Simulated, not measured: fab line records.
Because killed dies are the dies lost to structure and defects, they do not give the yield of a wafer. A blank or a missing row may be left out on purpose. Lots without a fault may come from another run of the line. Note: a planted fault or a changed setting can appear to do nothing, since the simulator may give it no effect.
Which tool was responsible? | flow nand-harc | 13 lots, 39 wafers sampled, at 5 steps of a route of 1302

## WHAT THE GAUGES READ, wafer by wafer
NHARC_THIN_TSV_THK_MEAS_02: measures by ir. Usual: thk-nm reads 2989 nm (standard deviation 220).
lot  | measured     | on            | thk-nm (nm)    | flag
L761 | day 24 08:00 | film-metro-01 | 2838 2599 2639 |
L764 | day 25 10:16 | film-metro-02 | 3038 3031 2992 |
L768 | day 26 08:14 | film-metro-01 | 3190 2943 3036 |
L773 | day 28 15:17 | film-metro-02 | 3205 3275 3327 |
L774 | day 29 15:55 | film-metro-02 | 2709 3017      |
L775 | day 30 04:24 | film-metro-01 | 2558 2778      |
L776 | day 29 20:48 | film-metro-02 | 3239 3241 3076 |
L777 | day 31 11:59 | film-metro-02 | 2980 2463 2594 |
L778 | day 32 01:29 | film-metro-02 | 3090 2977 3000 |
L779 | day 32 02:41 | film-metro-01 | 3174 2802 3309 |
L780 | day 32 10:51 | film-metro-02 | 3010 3202 2871 |
L781 | day 32 12:02 | film-metro-02 | 2852 3019 2796 |
L782 | day 32 13:15 | film-metro-02 | 2823 3014 2967 |

NHARC_END_SORT_01. Usual: killed-at-array 61, standard deviation 24; killed-at-other 1.2, standard deviation 1.3; killed-at-periphery 3.7, standard deviation 2.6; killed-dies 66, standard deviation 23; killed-open 3.3, standard deviation 1.8; killed-short 2.4, standard deviation 1.6.
lot  | measured     | on        | killed-at-array | killed-at-other | killed-at-periphery | killed-dies | killed-open | killed-short | flag
L774 | day 30 07:57 | prober-01 | 46 607 59       | 2 1 2           | 7 7 2               | 55 615 63   | 4 3 3       | 1 1 4        | OFF
L775 | day 30 20:33 | prober-01 | 589 47 44       | 3 1 3           | 6 5 2               | 598 53 49   | 1 3 3       | 2 1 2        | OFF

## TOOL THAT RAN EACH LOT (tool first, then ch and the chambers of the sampled wafers, then the start)
lot  | NHARC_A_STAIRCASE_DEP_151       | NHARC_THIN_TSV_ETCH_44             | NHARC_THIN_TSV_ETCH_15
L761 | pecvd-04 ch 1,2, day 18 15:44   | rie-diel-05 ch 2,3, day 24 09:19   | rie-si-05 ch 0,3, day 24 09:54
L764 | pecvd-02 ch 1,2, day 19 08:20   | rie-diel-09 ch 0,2,3, day 25 11:34 | rie-si-03 ch 1,2, day 25 12:08
L768 | pecvd-02 ch 1,2, day 20 05:30   | rie-diel-07 ch 2,3, day 26 09:31   | rie-si-03 ch 0,2, day 26 10:07
L773 | pecvd-02 ch 0,1, day 22 14:26   | rie-diel-05 ch 0,1,3, day 28 16:36 | rie-si-02 ch 0,1,3, day 28 17:11
L774 | pecvd-02 ch 0,1,2, day 23 10:43 | rie-diel-09 ch 1, day 29 17:08     | rie-si-02 ch 1,3, day 29 17:41
L775 | pecvd-02 ch 0,1,2, day 23 21:49 | rie-diel-05 ch 1,2, day 30 05:43   | rie-si-05 ch 0, day 30 06:18
L776 | pecvd-04 ch 0,2, day 23 21:53   | rie-diel-07 ch 0,2, day 29 22:06   | rie-si-02 ch 0,2,3, day 29 22:40
L777 | pecvd-03 ch 0,1,2, day 25 09:14 | rie-diel-09 ch 1,2, day 31 13:17   | rie-si-02 ch 1,2, day 31 13:52
L778 | pecvd-04 ch 0,1,2, day 25 14:01 | rie-diel-07 ch 0,1,3, day 32 02:50 | rie-si-05 ch 0,1,3, day 32 03:25
L779 | pecvd-03 ch 0,1,2, day 25 14:17 | rie-diel-09 ch 2,3, day 32 03:56   | rie-si-02 ch 0,1,2, day 32 04:29
L780 | pecvd-04 ch 0,1,2, day 25 23:43 | rie-diel-09 ch 1,2, day 32 12:02   | rie-si-05 ch 1,2,3, day 32 12:38
L781 | pecvd-03 ch 0,1,2, day 26 05:03 | rie-diel-05 ch 0,2,3, day 32 13:23 | rie-si-05 ch 1,2,3, day 32 13:54
L782 | pecvd-02 ch 0,1,2, day 26 23:08 | rie-diel-05 ch 0,1, day 32 14:33   | rie-si-02 ch 0,2,3, day 32 15:10
- NHARC_A_STAIRCASE_DEP_151: deposits SiO2, target thk 7200 nm.
- NHARC_THIN_TSV_ETCH_44: etches the open film in CF4/O2, target depth 1594.2 nm, time 797.1 s.
- NHARC_THIN_TSV_ETCH_15: target depth 3000 nm, bosch target overetch cycles 2, bosch etch step 2.8 s.

## WHAT THE TOOLS THEMSELVES READ (means of the sampled wafers that have a number; where no wafer has one, the mark that the record gives instead)
NHARC_A_STAIRCASE_DEP_151. Usual: heater-power-outer-w 369 W, standard deviation 53; heater-power-w 627 W, standard deviation 82; rf-fwd-power-W 499.6 W, standard deviation 1.4.
lot  | tool     | heater-power-outer-w (W) | heater-power-w (W) | rf-fwd-power-W (W) | flag
L761 | pecvd-04 | 401                      | 656                | 498.0              |
L764 | pecvd-02 | 358                      | 652                | 499.4              |
L768 | pecvd-02 | 395                      | 697                | 498.7              |
L773 | pecvd-02 | 430                      | 723                | 500.1              |
L774 | pecvd-02 | 375                      | 672                | 499.3              |
L775 | pecvd-02 | 364                      | 656                | 500.7              |
L776 | pecvd-04 | 334                      | 562                | 498.7              |
L777 | pecvd-03 | 369                      | 608                | 499.9              |
L778 | pecvd-04 | 412                      | 686                | 499.7              |
L779 | pecvd-03 | 327                      | 556                | 498.9              |
L780 | pecvd-04 | 400                      | 663                | 500.4              |
L781 | pecvd-03 | 358                      | 603                | 500.5              |
L782 | pecvd-02 | 372                      | 649                | 499.3              |

NHARC_THIN_TSV_ETCH_44. Usual: drypump-motor-current-A 5.8 A, standard deviation 0.44; oes-product-au 0.993 a.u., standard deviation 0.014; rf-fwd-power-W 299.8 W, standard deviation 0.96; rf-vpp-V 793 V, standard deviation 4.6; showerhead-plenum-p-Torr 1.81 Torr, standard deviation 0.074; throttle-valve-pct 16.916 %, standard deviation 0.0091.
lot  | tool        | drypump-motor-current-A (A) | oes-product-au (a.u.) | rf-fwd-power-W (W) | rf-vpp-V (V) | showerhead-plenum-p-Torr (Torr) | throttle-valve-pct (%) | flag
L761 | rie-diel-05 | 6.1                         | 0.989                 | 299.4              | 792          | 1.82                            | 16.921                 |
L764 | rie-diel-09 | 6.0                         | 0.995                 | 299.0              | 794          | 1.83                            | 16.920                 |
L768 | rie-diel-07 | 6.0                         | 1.013                 | 300.0              | 793          | 1.82                            | 16.902                 |
L773 | rie-diel-05 | 5.9                         | 0.984                 | 299.3              | 797          | 1.87                            | 16.924                 |
L774 | rie-diel-09 | 5.2                         | 1.002                 | 300.0              | 786          | 1.71                            | 16.909                 |
L775 | rie-diel-05 | 6.2                         | 0.979                 | 299.9              | 792          | 1.79                            | 16.918                 |
L776 | rie-diel-07 | 5.2                         | 1.005                 | 299.9              | 792          | 1.80                            | 16.915                 |
L777 | rie-diel-09 | 5.4                         | 1.000                 | 298.4              | 788          | 1.73                            | 16.918                 |
L778 | rie-diel-07 | 6.0                         | 0.999                 | 300.0              | 789          | 1.75                            | 16.914                 |
L779 | rie-diel-09 | 5.9                         | 0.996                 | 299.6              | 797          | 1.87                            | 16.915                 |
L780 | rie-diel-09 | 5.5                         | 0.991                 | 300.1              | 790          | 1.76                            | 16.909                 |
L781 | rie-diel-05 | 5.9                         | 0.999                 | 300.1              | 792          | 1.82                            | 16.914                 |
L782 | rie-diel-05 | 5.6                         | 0.974                 | 299.5              | 795          | 1.86                            | 16.918                 |

NHARC_THIN_TSV_ETCH_15. Usual: drypump-motor-current-A reads 5.5 A (standard deviation 0.38).
lot  | tool      | drypump-motor-current-A (A) | flag
L761 | rie-si-05 | 5.6                         |
L764 | rie-si-03 | 5.1                         |
L768 | rie-si-03 | 5.4                         |
L773 | rie-si-02 | 5.5                         |
L774 | rie-si-02 | 5.5                         |
L775 | rie-si-05 | 5.7                         |
L776 | rie-si-02 | 5.4                         |
L777 | rie-si-02 | 5.3                         |
L778 | rie-si-05 | 5.7                         |
L779 | rie-si-02 | 5.4                         |
L780 | rie-si-05 | 6.0                         |
L781 | rie-si-05 | 6.0                         |
L782 | rie-si-02 | 5.5                         |

## THE ANSWER, worked out from the rows above alone
Rule: a lot is off if the mean of its wafers that have a number lies more than 3 standard deviations from the usual mean. Also off: a lot with no number at a reading for which 4 or more lots have one. The other lots that the step has rows for count as sound. After the gauges, taken in route order, come the tools' own readings; for these a lot's mean is taken, as printed above. The first step at which some lot is off is used, and at that step the reading that is off furthest; a lot without a number counts as furthest.
Off: L774, L775, at NHARC_END_SORT_01 (killed-dies). Neither off nor sound, because the step has no rows for them: L761, L764, L768, L773, L776, L777, L778, L779, L780, L781, L782.
If a tool, at a process step before that reading, ran all the lots that are off and no sound lot after the first of them, it fits. Those tools and the gauges at NHARC_END_SORT_01 are tried in the same way. Can't be told from this: 2 tools fit, pecvd-02 at NHARC_A_STAIRCASE_DEP_151, prober-01 at NHARC_END_SORT_01.

## WHAT THE SIMULATOR HAD PUT IN
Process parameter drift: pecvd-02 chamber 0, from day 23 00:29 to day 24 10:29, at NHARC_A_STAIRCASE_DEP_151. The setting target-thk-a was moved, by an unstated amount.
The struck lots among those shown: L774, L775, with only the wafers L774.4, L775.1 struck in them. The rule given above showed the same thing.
